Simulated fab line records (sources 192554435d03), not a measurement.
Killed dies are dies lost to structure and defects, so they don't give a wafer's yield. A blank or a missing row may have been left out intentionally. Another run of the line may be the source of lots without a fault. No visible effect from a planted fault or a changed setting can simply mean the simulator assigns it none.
Chamber matching ; flow n5 finfet ; ald sin-04 running N5_SDB_ALD_29: 4 sister chambers
The step deposits SiNx, target thk 30 nm, pulse time 1 s, ald cycles 600. 8 wafers are shown with their chamber, then 8 later ones without.

WAFERS WITH THEIR CHAMBER
wafer;chamber;heater power w (W);precursor pulse height rel
L081.3;1;738;0.983
L081.4;3;743;1.028
L082.2;1;758;0.957
L083.2;0;1087;1.011
L083.5;0;1095;1.025
L085.5;3;746;0.983
L085.6;2;598;0.987
L087.1;2;595;0.980

WAFERS MISSING THEIR CHAMBER
wafer;heater power w (W);precursor pulse height rel
L087.5;1086;0.989
L087.6;751;0.993
L095.1;715;1.016
L095.3;769;1.019
L095.6;742;1.001
L096.1;732;1.025
L096.2;725;0.998
L096.4;557;1.012

EACH ONE'S CHAMBER
wafer;from the rows above;in truth
L087.5;0;0
L087.6;can't be placed: 3 or 1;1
L095.1;can't be placed: 3 or 1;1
L095.3;can't be placed: 3 or 1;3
L095.6;can't be placed: 3 or 1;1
L096.1;can't be placed: 3 or 1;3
L096.2;can't be placed: 3 or 1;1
L096.4;2;2
Correctly placed: 2 of 8. From these rows, 6 cannot be placed; in 6 the true chamber is one of the candidates. Number placed wrongly: 0.
How it was worked out, from the rows above alone: a wafer's distance from a chamber is the root of the sum, over the readings, of the square of ((its reading less the chamber's mean) divided by the reading's scatter). The wafer belongs to the nearest chamber; if the next one is less than 2 further off, it can't be placed. The mean given for a chamber averages the wafers shown for that chamber. How the scatter is found: for the shown wafers, subtract from each reading the mean of its chamber, square and add these, divide the total by (wafers less chambers), then take the root.
